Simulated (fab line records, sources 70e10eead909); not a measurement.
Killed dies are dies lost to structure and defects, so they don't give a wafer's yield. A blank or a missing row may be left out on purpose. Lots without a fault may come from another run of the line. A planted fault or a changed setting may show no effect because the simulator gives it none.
Chamber matching | flow nand_harc | NHARC_A_CONTACT_CMP_20 on cmp-02: 4 sister chambers
The step polishes, t overpolish 30 s, target thk 300 nm. 7 wafers are shown with their chamber, then 8 later ones without.

WAFERS WITH THEIR CHAMBER
wafer  | chamber | motor_current_A (A) | time_to_endpoint_s (s)
L074.1 | 1       | 11.0                | 55.1
L076.1 | 2       | 10.5                | 62.0
L082.2 | 0       | 13.5                | 65.7
L082.3 | 1       | 10.2                | 62.2
L087.2 | 0       | 13.1                | 63.9
L087.5 | 3       | 11.2                | 65.2
L095.3 | 3       | 11.7                | 57.0

WAFERS WITHOUT THEIR CHAMBER
wafer  | motor_current_A (A) | time_to_endpoint_s (s)
L095.4 | 10.0                | 58.4
L095.6 | 11.0                | 55.6
L095.1 | 13.1                | 61.2
L095.2 | 11.2                | 56.4
L095.5 | 13.3                | 60.4
L097.2 | 13.2                | 63.1
L097.3 | 9.9                 | 57.6
L097.6 | 10.0                | 60.3

WHICH CHAMBER EACH WENT THROUGH
wafer  | from the rows above          | in truth
L095.4 | can't be placed: 1 or 2      | 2
L095.6 | can't be placed: 1 or 3 or 2 | 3
L095.1 | 0                            | 0
L095.2 | can't be placed: 3 or 1 or 2 | 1
L095.5 | 0                            | 0
L097.2 | 0                            | 0
L097.3 | can't be placed: 1 or 2      | 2
L097.6 | can't be placed: 2 or 1      | 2
Placed correctly: 3 of 8. Can't be placed from these rows: 5 (the true chamber is among the candidates in 5). Placed wrongly: 0.
How it was worked out, from the rows above alone: a wafer's distance from a chamber is the root of the sum, over the readings, of the square of ((its reading less the chamber's mean) divided by the reading's scatter). The wafer belongs to the nearest chamber; if the next one is less than 2 further off, it can't be placed. A chamber's mean is the mean of its shown wafers. The scatter: the root of (the sum of the squares of (reading less its chamber's mean) over the shown wafers, divided by (wafers less chambers)).
